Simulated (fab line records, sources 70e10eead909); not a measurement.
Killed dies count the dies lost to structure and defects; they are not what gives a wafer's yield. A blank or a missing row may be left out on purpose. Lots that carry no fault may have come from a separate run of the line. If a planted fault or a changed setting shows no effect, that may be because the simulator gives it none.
Matching of chambers | flow nand harc | NHARC_A_CHANNEL_HOLE_D1_DEP_01 on pecvd-04 has 3 sister chambers
The step deposits SiON, target thk 140 nm. 3 wafers are shown with their chamber, then 8 later ones without.

== WAFERS, EACH WITH ITS CHAMBER ==
wafer  | chamber | heater power w (W)
L088.2 | 2       | 879
L088.6 | 1       | 739
L092.3 | 0       | 683

== WAFERS WITHOUT THEIR CHAMBER ==
wafer  | heater power w (W)
L092.4 | 719
L092.5 | 764
L094.1 | 724
L094.3 | 766
L094.6 | 714
L096.2 | 770
L096.4 | 1064
L096.5 | 803

== THE CHAMBER EACH PASSED THROUGH ==
wafer  | from the rows above          | in truth
L092.4 | can't be placed: 1 or 0 or 2 | 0
L092.5 | can't be placed: 1 or 0 or 2 | 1
L094.1 | can't be placed: 1 or 0 or 2 | 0
L094.3 | can't be placed: 1 or 0 or 2 | 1
L094.6 | can't be placed: 1 or 0 or 2 | 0
L096.2 | can't be placed: 1 or 0 or 2 | 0
L096.4 | can't be placed: 2 or 1      | 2
L096.5 | can't be placed: 1 or 2 or 0 | 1
0 of 8 placed correctly. These rows do not allow placing 8 (true chamber among the candidates in 8). Number placed wrongly: 0.
How it was worked out, from the rows above alone: a wafer's distance from a chamber is the root of the sum, over the readings, of the square of ((its reading less the chamber's mean) divided by the reading's scatter). The wafer belongs to the nearest chamber; if the next one is less than 2 further off, it can't be placed. The mean given for a chamber averages the wafers shown for that chamber. The scatter: with one shown wafer a chamber, the root of the mean of the squares of how far each hidden wafer lies from its nearest shown one.
